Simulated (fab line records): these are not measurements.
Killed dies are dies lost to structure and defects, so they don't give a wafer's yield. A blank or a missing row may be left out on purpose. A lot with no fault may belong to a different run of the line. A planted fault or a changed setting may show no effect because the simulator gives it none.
The tool behind it: which one? || flow nand harc || 24 lots, 72 wafers sampled, at 5 steps of a route of 1302

== WHAT THE GAUGES READ, wafer by wafer ==
NHARC_P_CONTACT_INSPECT_27. Usual: raw defect count 294, standard deviation 110.
{"lot": "L074", "measured": "day 5 20:46", "on": "defect inspect-01", "raw defect count": "406 236 309", "flag": ""}
{"lot": "L075", "measured": "day 6 10:13", "on": "defect inspect-02", "raw defect count": "350 275 374", "flag": ""}
{"lot": "L076", "measured": "day 6 20:25", "on": "defect inspect-02", "raw defect count": "421 398 204", "flag": ""}
{"lot": "L077", "measured": "day 7 09:19", "on": "defect inspect-01", "raw defect count": "177 322 294", "flag": ""}
{"lot": "L078", "measured": "day 7 14:04", "on": "defect inspect-01", "raw defect count": "183 223 152", "flag": ""}
{"lot": "L079", "measured": "day 8 02:15", "on": "defect inspect-02", "raw defect count": "315 273 180", "flag": ""}
{"lot": "L080", "measured": "day 8 11:02", "on": "defect inspect-01", "raw defect count": "294 281 275", "flag": ""}
{"lot": "L081", "measured": "day 8 22:55", "on": "defect inspect-01", "raw defect count": "306 234 238", "flag": ""}
{"lot": "L082", "measured": "day 9 10:41", "on": "defect inspect-01", "raw defect count": "221 320 273", "flag": ""}
{"lot": "L083", "measured": "day 9 14:41", "on": "defect inspect-01", "raw defect count": "356 348 540", "flag": ""}
{"lot": "L084", "measured": "day 10 08:31", "on": "defect inspect-01", "raw defect count": "572 590 530", "flag": ""}
{"lot": "L085", "measured": "day 10 14:26", "on": "defect inspect-02", "raw defect count": "271 177 232", "flag": ""}
{"lot": "L086", "measured": "day 11 05:11", "on": "defect inspect-02", "raw defect count": "405 215 258", "flag": ""}
{"lot": "L087", "measured": "day 11 06:25", "on": "defect inspect-02", "raw defect count": "230 206 254", "flag": ""}
{"lot": "L089", "measured": "day 12 11:24", "on": "defect inspect-01", "raw defect count": "457 239 226", "flag": ""}
{"lot": "L088", "measured": "day 12 12:10", "on": "defect inspect-02", "raw defect count": "441 556 294", "flag": ""}
{"lot": "L091", "measured": "day 13 06:35", "on": "defect inspect-01", "raw defect count": "446 159 430", "flag": ""}
{"lot": "L090", "measured": "day 13 07:22", "on": "defect inspect-02", "raw defect count": "205 247 125", "flag": ""}
{"lot": "L092", "measured": "day 13 23:20", "on": "defect inspect-02", "raw defect count": "165 161 158", "flag": ""}
{"lot": "L094", "measured": "day 14 10:22", "on": "defect inspect-01", "raw defect count": "373 273 453", "flag": ""}
{"lot": "L095", "measured": "day 14 11:14", "on": "defect inspect-02", "raw defect count": "196 150 270", "flag": ""}
{"lot": "L093", "measured": "day 14 16:34", "on": "defect inspect-01", "raw defect count": "487 242 404", "flag": ""}
{"lot": "L096", "measured": "day 15 01:22", "on": "defect inspect-02", "raw defect count": "203 138 291", "flag": ""}
{"lot": "L097", "measured": "day 15 13:04", "on": "defect inspect-01", "raw defect count": "558 418 295", "flag": ""}

NHARC_P_BONDPAD_THK_MEAS_33: measures by ellipsometry. Usual: thk nm 200.5 nm, standard deviation 1.4.
{"lot": "L074", "measured": "day 6 10:25", "on": "film metro-02", "thk nm (nm)": "197.9 199.3 201.7", "flag": ""}
{"lot": "L075", "measured": "day 6 23:13", "on": "film metro-02", "thk nm (nm)": "200.4 196.6 200.0", "flag": ""}
{"lot": "L076", "measured": "day 7 10:01", "on": "film metro-01", "thk nm (nm)": "200.5 202.6 199.1", "flag": ""}
{"lot": "L077", "measured": "day 7 22:33", "on": "film metro-02", "thk nm (nm)": "200.2 201.7 199.6", "flag": ""}
{"lot": "L078", "measured": "day 8 03:29", "on": "film metro-02", "thk nm (nm)": "197.9 203.2 202.7", "flag": ""}
{"lot": "L079", "measured": "day 8 15:50", "on": "film metro-01", "thk nm (nm)": "199.7 199.9 202.1", "flag": ""}
{"lot": "L080", "measured": "day 9 01:08", "on": "film metro-02", "thk nm (nm)": "199.6 199.4 198.4", "flag": ""}
{"lot": "L081", "measured": "day 9 12:11", "on": "film metro-02", "thk nm (nm)": "202.2 200.9 200.1", "flag": ""}
{"lot": "L082", "measured": "day 9 23:56", "on": "film metro-01", "thk nm (nm)": "200.0 200.3 202.1", "flag": ""}
{"lot": "L083", "measured": "day 10 03:40", "on": "film metro-01", "thk nm (nm)": "202.2 203.2 202.4", "flag": ""}
{"lot": "L084", "measured": "day 10 21:57", "on": "film metro-01", "thk nm (nm)": "203.9 200.8 199.2", "flag": ""}
{"lot": "L085", "measured": "day 11 04:03", "on": "film metro-01", "thk nm (nm)": "201.1 199.5 201.2", "flag": ""}
{"lot": "L086", "measured": "day 11 18:37", "on": "film metro-01", "thk nm (nm)": "201.7 201.5 201.5", "flag": ""}
{"lot": "L087", "measured": "day 11 19:53", "on": "film metro-01", "thk nm (nm)": "198.3 199.7 196.5", "flag": ""}
{"lot": "L089", "measured": "day 13 00:37", "on": "film metro-01", "thk nm (nm)": "201.5 202.4 200.8", "flag": ""}
{"lot": "L088", "measured": "day 13 01:42", "on": "film metro-01", "thk nm (nm)": "201.2 198.6 199.5", "flag": ""}
{"lot": "L091", "measured": "day 13 19:58", "on": "film metro-01", "thk nm (nm)": "201.6 200.2 202.9", "flag": ""}
{"lot": "L090", "measured": "day 13 20:25", "on": "film metro-01", "thk nm (nm)": "202.5 201.3 200.4", "flag": ""}
{"lot": "L092", "measured": "day 14 12:26", "on": "film metro-01", "thk nm (nm)": "198.1 199.6 200.4", "flag": ""}
{"lot": "L094", "measured": "day 14 23:19", "on": "film metro-01", "thk nm (nm)": "200.1 200.8 199.0", "flag": ""}
{"lot": "L095", "measured": "day 15 00:22", "on": "film metro-02", "thk nm (nm)": "202.1 199.7 202.8", "flag": ""}
{"lot": "L093", "measured": "day 15 05:31", "on": "film metro-01", "thk nm (nm)": "199.7 201.6 200.9", "flag": ""}
{"lot": "L096", "measured": "day 15 14:52", "on": "film metro-01", "thk nm (nm)": "196.8 203.9 198.9", "flag": ""}
{"lot": "L097", "measured": "day 16 01:59", "on": "film metro-01", "thk nm (nm)": "200.9 202.0 200.8", "flag": ""}

== TOOL THAT RAN EACH LOT (tool first, then ch and the chambers of the sampled wafers, then the start) ==
{"lot": "L074", "NHARC_P_M0_PRE_CLEAN_31": "pecvd-02 ch 0,1,2, day 6 00:28", "NHARC_P_M2_PVD_20": "pvd sputter-03, day 6 10:10 or earlier", "NHARC_P_BONDPAD_CMP_32": "cmp-02 ch 1,2,3, day 6 10:10"}
{"lot": "L075", "NHARC_P_M0_PRE_CLEAN_31": "pecvd-03 ch 1,2, day 6 13:41", "NHARC_P_M2_PVD_20": "pvd sputter-02, day 6 22:58 or earlier", "NHARC_P_BONDPAD_CMP_32": "cmp-01 ch 1,2,3, day 6 22:58"}
{"lot": "L076", "NHARC_P_M0_PRE_CLEAN_31": "pecvd-03 ch 0,1,2, day 7 00:11", "NHARC_P_M2_PVD_20": "pvd sputter-01, day 7 09:46 or earlier", "NHARC_P_BONDPAD_CMP_32": "cmp-01 ch 0,2,3, day 7 09:46"}
{"lot": "L077", "NHARC_P_M0_PRE_CLEAN_31": "pecvd-04 ch 0,1, day 7 13:01", "NHARC_P_M2_PVD_20": "pvd sputter-02, day 7 22:18 or earlier", "NHARC_P_BONDPAD_CMP_32": "cmp-04 ch 1,2,3, day 7 22:18"}
{"lot": "L078", "NHARC_P_M0_PRE_CLEAN_31": "pecvd-03 ch 0,1, day 7 17:50", "NHARC_P_M2_PVD_20": "pvd sputter-01, day 8 03:14 or earlier", "NHARC_P_BONDPAD_CMP_32": "cmp-01 ch 0,1,2, day 8 03:14"}
{"lot": "L079", "NHARC_P_M0_PRE_CLEAN_31": "pecvd-04 ch 0,1, day 8 05:53", "NHARC_P_M2_PVD_20": "pvd sputter-02, day 8 15:35 or earlier", "NHARC_P_BONDPAD_CMP_32": "cmp-02 ch 2,3, day 8 15:35"}
{"lot": "L080", "NHARC_P_M0_PRE_CLEAN_31": "pecvd-04 ch 0,1, day 8 15:02", "NHARC_P_M2_PVD_20": "pvd sputter-02, day 9 00:54 or earlier", "NHARC_P_BONDPAD_CMP_32": "cmp-01 ch 2,3, day 9 00:54"}
{"lot": "L081", "NHARC_P_M0_PRE_CLEAN_31": "pecvd-02 ch 1,2, day 9 02:32", "NHARC_P_M2_PVD_20": "pvd sputter-03, day 9 11:56 or earlier", "NHARC_P_BONDPAD_CMP_32": "cmp-01 ch 0,1, day 9 11:56"}
{"lot": "L082", "NHARC_P_M0_PRE_CLEAN_31": "pecvd-04 ch 0,2, day 9 14:26", "NHARC_P_M2_PVD_20": "pvd sputter-02, day 9 23:41 or earlier", "NHARC_P_BONDPAD_CMP_32": "cmp-04 ch 0,2, day 9 23:41"}
{"lot": "L083", "NHARC_P_M0_PRE_CLEAN_31": "pecvd-03 ch 0,1,2, day 9 18:12", "NHARC_P_M2_PVD_20": "pvd sputter-02, day 10 03:27 or earlier", "NHARC_P_BONDPAD_CMP_32": "cmp-04 ch 1,3, day 10 03:27"}
{"lot": "L084", "NHARC_P_M0_PRE_CLEAN_31": "pecvd-03 ch 0,1, day 10 12:11", "NHARC_P_M2_PVD_20": "pvd sputter-03, day 10 21:44 or earlier", "NHARC_P_BONDPAD_CMP_32": "cmp-01 ch 1,2, day 10 21:44"}
{"lot": "L085", "NHARC_P_M0_PRE_CLEAN_31": "pecvd-04 ch 0,1,2, day 10 18:04", "NHARC_P_M2_PVD_20": "pvd sputter-02, day 11 03:49 or earlier", "NHARC_P_BONDPAD_CMP_32": "cmp-02 ch 2,3, day 11 03:49"}
{"lot": "L086", "NHARC_P_M0_PRE_CLEAN_31": "pecvd-04 ch 0,1, day 11 09:04", "NHARC_P_M2_PVD_20": "pvd sputter-03, day 11 18:25 or earlier", "NHARC_P_BONDPAD_CMP_32": "cmp-04 ch 0,1,2, day 11 18:25"}
{"lot": "L087", "NHARC_P_M0_PRE_CLEAN_31": "pecvd-04 ch 0,1, day 11 10:14", "NHARC_P_M2_PVD_20": "pvd sputter-03, day 11 19:38 or earlier", "NHARC_P_BONDPAD_CMP_32": "cmp-01 ch 0,2,3, day 11 19:38"}
{"lot": "L089", "NHARC_P_M0_PRE_CLEAN_31": "pecvd-03 ch 0,1, day 12 14:54", "NHARC_P_M2_PVD_20": "pvd sputter-03, day 13 00:22 or earlier", "NHARC_P_BONDPAD_CMP_32": "cmp-02 ch 0,1,2, day 13 00:22"}
{"lot": "L088", "NHARC_P_M0_PRE_CLEAN_31": "pecvd-03 ch 1,2, day 12 15:49", "NHARC_P_M2_PVD_20": "pvd sputter-03, day 13 01:27 or earlier", "NHARC_P_BONDPAD_CMP_32": "cmp-01 ch 1,2,3, day 13 01:27"}
{"lot": "L091", "NHARC_P_M0_PRE_CLEAN_31": "pecvd-04 ch 0,1,2, day 13 10:13", "NHARC_P_M2_PVD_20": "pvd sputter-02, day 13 19:43 or earlier", "NHARC_P_BONDPAD_CMP_32": "cmp-02 ch 1,2,3, day 13 19:43"}
{"lot": "L090", "NHARC_P_M0_PRE_CLEAN_31": "pecvd-03 ch 0,1,2, day 13 11:02", "NHARC_P_M2_PVD_20": "pvd sputter-01, day 13 20:11 or earlier", "NHARC_P_BONDPAD_CMP_32": "cmp-01 ch 1,2, day 13 20:11"}
{"lot": "L092", "NHARC_P_M0_PRE_CLEAN_31": "pecvd-03 ch 0,1, day 14 03:07", "NHARC_P_M2_PVD_20": "pvd sputter-02, day 14 12:11 or earlier", "NHARC_P_BONDPAD_CMP_32": "cmp-04 ch 0,1, day 14 12:11"}
{"lot": "L094", "NHARC_P_M0_PRE_CLEAN_31": "pecvd-04 ch 0,1, day 14 14:01", "NHARC_P_M2_PVD_20": "pvd sputter-01, day 14 23:09 or earlier", "NHARC_P_BONDPAD_CMP_32": "cmp-01 ch 0,1,3, day 14 23:09"}
{"lot": "L095", "NHARC_P_M0_PRE_CLEAN_31": "pecvd-04 ch 0,2, day 14 14:58", "NHARC_P_M2_PVD_20": "pvd sputter-02, day 15 00:07 or earlier", "NHARC_P_BONDPAD_CMP_32": "cmp-04 ch 1,2, day 15 00:07"}
{"lot": "L093", "NHARC_P_M0_PRE_CLEAN_31": "pecvd-03 ch 1,2, day 14 20:05", "NHARC_P_M2_PVD_20": "pvd sputter-02, day 15 05:19 or earlier", "NHARC_P_BONDPAD_CMP_32": "cmp-01 ch 0,1,2, day 15 05:19"}
{"lot": "L096", "NHARC_P_M0_PRE_CLEAN_31": "pecvd-03 ch 0,1,2, day 15 05:19", "NHARC_P_M2_PVD_20": "pvd sputter-02, day 15 14:41 or earlier", "NHARC_P_BONDPAD_CMP_32": "cmp-01 ch 0,1,2, day 15 14:41"}
{"lot": "L097", "NHARC_P_M0_PRE_CLEAN_31": "pecvd-04 ch 0,2, day 15 16:37", "NHARC_P_M2_PVD_20": "pvd sputter-03, day 16 01:44 or earlier", "NHARC_P_BONDPAD_CMP_32": "cmp-04 ch 1,2,3, day 16 01:44"}
- NHARC_P_M0_PRE_CLEAN_31: time 12 s.
- NHARC_P_M2_PVD_20: deposits TaN, target thk 5 nm, time 8.06 s.
- NHARC_P_BONDPAD_CMP_32: polishes SiCN, target thk 200 nm.

== AS READ BY THE TOOLS THEMSELVES (means over the sampled wafers that have a number; for cases with no such wafer, the mark the record gives instead) ==
NHARC_P_M0_PRE_CLEAN_31. Usual: heater power w 621 W, standard deviation 90; rf fwd power W 292.5 W, standard deviation 0.92.
{"lot": "L074", "tool": "pecvd-02", "heater power w (W)": 636, "rf fwd power W (W)": 292.5, "flag": ""}
{"lot": "L075", "tool": "pecvd-03", "heater power w (W)": 671, "rf fwd power W (W)": 292.8, "flag": ""}
{"lot": "L076", "tool": "pecvd-03", "heater power w (W)": 650, "rf fwd power W (W)": 293.1, "flag": ""}
{"lot": "L077", "tool": "pecvd-04", "heater power w (W)": 576, "rf fwd power W (W)": 291.9, "flag": ""}
{"lot": "L078", "tool": "pecvd-03", "heater power w (W)": 660, "rf fwd power W (W)": 292.6, "flag": ""}
{"lot": "L079", "tool": "pecvd-04", "heater power w (W)": 610, "rf fwd power W (W)": 292.3, "flag": ""}
{"lot": "L080", "tool": "pecvd-04", "heater power w (W)": 612, "rf fwd power W (W)": 293.4, "flag": ""}
{"lot": "L081", "tool": "pecvd-02", "heater power w (W)": 586, "rf fwd power W (W)": 291.4, "flag": ""}
{"lot": "L082", "tool": "pecvd-04", "heater power w (W)": 644, "rf fwd power W (W)": 292.8, "flag": ""}
{"lot": "L083", "tool": "pecvd-03", "heater power w (W)": 630, "rf fwd power W (W)": 292.2, "flag": ""}
{"lot": "L084", "tool": "pecvd-03", "heater power w (W)": 584, "rf fwd power W (W)": 292.0, "flag": ""}
{"lot": "L085", "tool": "pecvd-04", "heater power w (W)": 583, "rf fwd power W (W)": 292.6, "flag": ""}
{"lot": "L086", "tool": "pecvd-04", "heater power w (W)": 614, "rf fwd power W (W)": 292.3, "flag": ""}
{"lot": "L087", "tool": "pecvd-04", "heater power w (W)": 646, "rf fwd power W (W)": 293.0, "flag": ""}
{"lot": "L089", "tool": "pecvd-03", "heater power w (W)": 652, "rf fwd power W (W)": 292.6, "flag": ""}
{"lot": "L088", "tool": "pecvd-03", "heater power w (W)": 620, "rf fwd power W (W)": 291.8, "flag": ""}
{"lot": "L091", "tool": "pecvd-04", "heater power w (W)": 664, "rf fwd power W (W)": 292.4, "flag": ""}
{"lot": "L090", "tool": "pecvd-03", "heater power w (W)": 612, "rf fwd power W (W)": 292.7, "flag": ""}
{"lot": "L092", "tool": "pecvd-03", "heater power w (W)": 546, "rf fwd power W (W)": 292.0, "flag": ""}
{"lot": "L094", "tool": "pecvd-04", "heater power w (W)": 622, "rf fwd power W (W)": 292.0, "flag": ""}
{"lot": "L095", "tool": "pecvd-04", "heater power w (W)": 651, "rf fwd power W (W)": 292.0, "flag": ""}
{"lot": "L093", "tool": "pecvd-03", "heater power w (W)": 677, "rf fwd power W (W)": 291.6, "flag": ""}
{"lot": "L096", "tool": "pecvd-03", "heater power w (W)": 627, "rf fwd power W (W)": 291.7, "flag": ""}
{"lot": "L097", "tool": "pecvd-04", "heater power w (W)": 547, "rf fwd power W (W)": 293.4, "flag": ""}

NHARC_P_M2_PVD_20. Usual: throttle valve pct 30.2 %, standard deviation 0.76.
{"lot": "L074", "tool": "pvd sputter-03", "throttle valve pct (%)": 30.6, "flag": ""}
{"lot": "L075", "tool": "pvd sputter-02", "throttle valve pct (%)": 29.8, "flag": ""}
{"lot": "L076", "tool": "pvd sputter-01", "throttle valve pct (%)": 30.9, "flag": ""}
{"lot": "L077", "tool": "pvd sputter-02", "throttle valve pct (%)": 29.1, "flag": ""}
{"lot": "L078", "tool": "pvd sputter-01", "throttle valve pct (%)": 30.3, "flag": ""}
{"lot": "L079", "tool": "pvd sputter-02", "throttle valve pct (%)": 29.1, "flag": ""}
{"lot": "L080", "tool": "pvd sputter-02", "throttle valve pct (%)": 29.3, "flag": ""}
{"lot": "L081", "tool": "pvd sputter-03", "throttle valve pct (%)": 30.5, "flag": ""}
{"lot": "L082", "tool": "pvd sputter-02", "throttle valve pct (%)": 29.8, "flag": ""}
{"lot": "L083", "tool": "pvd sputter-02", "throttle valve pct (%)": 29.6, "flag": ""}
{"lot": "L084", "tool": "pvd sputter-03", "throttle valve pct (%)": 31.0, "flag": ""}
{"lot": "L085", "tool": "pvd sputter-02", "throttle valve pct (%)": 29.3, "flag": ""}
{"lot": "L086", "tool": "pvd sputter-03", "throttle valve pct (%)": 31.0, "flag": ""}
{"lot": "L087", "tool": "pvd sputter-03", "throttle valve pct (%)": 30.7, "flag": ""}
{"lot": "L089", "tool": "pvd sputter-03", "throttle valve pct (%)": 31.0, "flag": ""}
{"lot": "L088", "tool": "pvd sputter-03", "throttle valve pct (%)": 31.0, "flag": ""}
{"lot": "L091", "tool": "pvd sputter-02", "throttle valve pct (%)": 29.6, "flag": ""}
{"lot": "L090", "tool": "pvd sputter-01", "throttle valve pct (%)": 31.0, "flag": ""}
{"lot": "L092", "tool": "pvd sputter-02", "throttle valve pct (%)": 30.3, "flag": ""}
{"lot": "L094", "tool": "pvd sputter-01", "throttle valve pct (%)": 31.0, "flag": ""}
{"lot": "L095", "tool": "pvd sputter-02", "throttle valve pct (%)": 29.9, "flag": ""}
{"lot": "L093", "tool": "pvd sputter-02", "throttle valve pct (%)": 29.9, "flag": ""}
{"lot": "L096", "tool": "pvd sputter-02", "throttle valve pct (%)": 29.9, "flag": ""}
{"lot": "L097", "tool": "pvd sputter-03", "throttle valve pct (%)": 30.5, "flag": ""}

NHARC_P_BONDPAD_CMP_32. Usual: motor current A 11.7 A, standard deviation 0.94; pad life wafers 154, standard deviation 100; retaining ring pressure frac 1.000, standard deviation 0.0051.
{"lot": "L074", "tool": "cmp-02", "motor current A (A)": 11.8, "pad life wafers": 403, "retaining ring pressure frac": 1.001, "flag": ""}
{"lot": "L075", "tool": "cmp-01", "motor current A (A)": 11.5, "pad life wafers": 175, "retaining ring pressure frac": 0.998, "flag": ""}
{"lot": "L076", "tool": "cmp-01", "motor current A (A)": 10.9, "pad life wafers": 223, "retaining ring pressure frac": 0.999, "flag": ""}
{"lot": "L077", "tool": "cmp-04", "motor current A (A)": 11.2, "pad life wafers": 187, "retaining ring pressure frac": 1.002, "flag": ""}
{"lot": "L078", "tool": "cmp-01", "motor current A (A)": 11.9, "pad life wafers": 301, "retaining ring pressure frac": 1.003, "flag": ""}
{"lot": "L079", "tool": "cmp-02", "motor current A (A)": 11.9, "pad life wafers": 156, "retaining ring pressure frac": 0.999, "flag": ""}
{"lot": "L080", "tool": "cmp-01", "motor current A (A)": 11.5, "pad life wafers": 14, "retaining ring pressure frac": 1.005, "flag": ""}
{"lot": "L081", "tool": "cmp-01", "motor current A (A)": 12.4, "pad life wafers": 54, "retaining ring pressure frac": 1.003, "flag": ""}
{"lot": "L082", "tool": "cmp-04", "motor current A (A)": 10.9, "pad life wafers": 7, "retaining ring pressure frac": 1.000, "flag": ""}
{"lot": "L083", "tool": "cmp-04", "motor current A (A)": 11.6, "pad life wafers": 20, "retaining ring pressure frac": 1.003, "flag": ""}
{"lot": "L084", "tool": "cmp-01", "motor current A (A)": 12.5, "pad life wafers": 176, "retaining ring pressure frac": 1.003, "flag": ""}
{"lot": "L085", "tool": "cmp-02", "motor current A (A)": 12.2, "pad life wafers": 19, "retaining ring pressure frac": 0.994, "flag": ""}
{"lot": "L086", "tool": "cmp-04", "motor current A (A)": 10.6, "pad life wafers": 176, "retaining ring pressure frac": 1.004, "flag": ""}
{"lot": "L087", "tool": "cmp-01", "motor current A (A)": 11.3, "pad life wafers": 259, "retaining ring pressure frac": 1.001, "flag": ""}
{"lot": "L089", "tool": "cmp-02", "motor current A (A)": 11.2, "pad life wafers": 182, "retaining ring pressure frac": 0.997, "flag": ""}
{"lot": "L088", "tool": "cmp-01", "motor current A (A)": 11.8, "pad life wafers": 7, "retaining ring pressure frac": 0.998, "flag": ""}
{"lot": "L091", "tool": "cmp-02", "motor current A (A)": 12.1, "pad life wafers": 235, "retaining ring pressure frac": 0.998, "flag": ""}
{"lot": "L090", "tool": "cmp-01", "motor current A (A)": 12.1, "pad life wafers": 73, "retaining ring pressure frac": 1.000, "flag": ""}
{"lot": "L092", "tool": "cmp-04", "motor current A (A)": 11.1, "pad life wafers": 48, "retaining ring pressure frac": 0.998, "flag": ""}
{"lot": "L094", "tool": "cmp-01", "motor current A (A)": 12.0, "pad life wafers": 183, "retaining ring pressure frac": 1.000, "flag": ""}
{"lot": "L095", "tool": "cmp-04", "motor current A (A)": 10.5, "pad life wafers": 108, "retaining ring pressure frac": 0.998, "flag": ""}
{"lot": "L093", "tool": "cmp-01", "motor current A (A)": 11.9, "pad life wafers": 212, "retaining ring pressure frac": 1.003, "flag": ""}
{"lot": "L096", "tool": "cmp-01", "motor current A (A)": 11.9, "pad life wafers": 249, "retaining ring pressure frac": 1.001, "flag": ""}
{"lot": "L097", "tool": "cmp-04", "motor current A (A)": 11.1, "pad life wafers": 230, "retaining ring pressure frac": 1.001, "flag": ""}

== THE ANSWER, worked out from the rows above alone ==
Rule: take the mean of a lot's wafers that have a number; if it is more than 3 standard deviations from the usual mean, the lot is off. Also off: a lot with no number at a reading for which 4 or more lots have one. The other lots that the step has rows for count as sound. After the gauges, taken in route order, come the tools' own readings; for these a lot's mean is taken, as printed above. The first step at which some lot is off is used, and at that step the reading that is off furthest; a lot without a number counts as furthest.
None of the lots is off at any reading shown; this tells nothing.

== WHAT HAD BEEN PUT IN BY THE SIMULATOR ==
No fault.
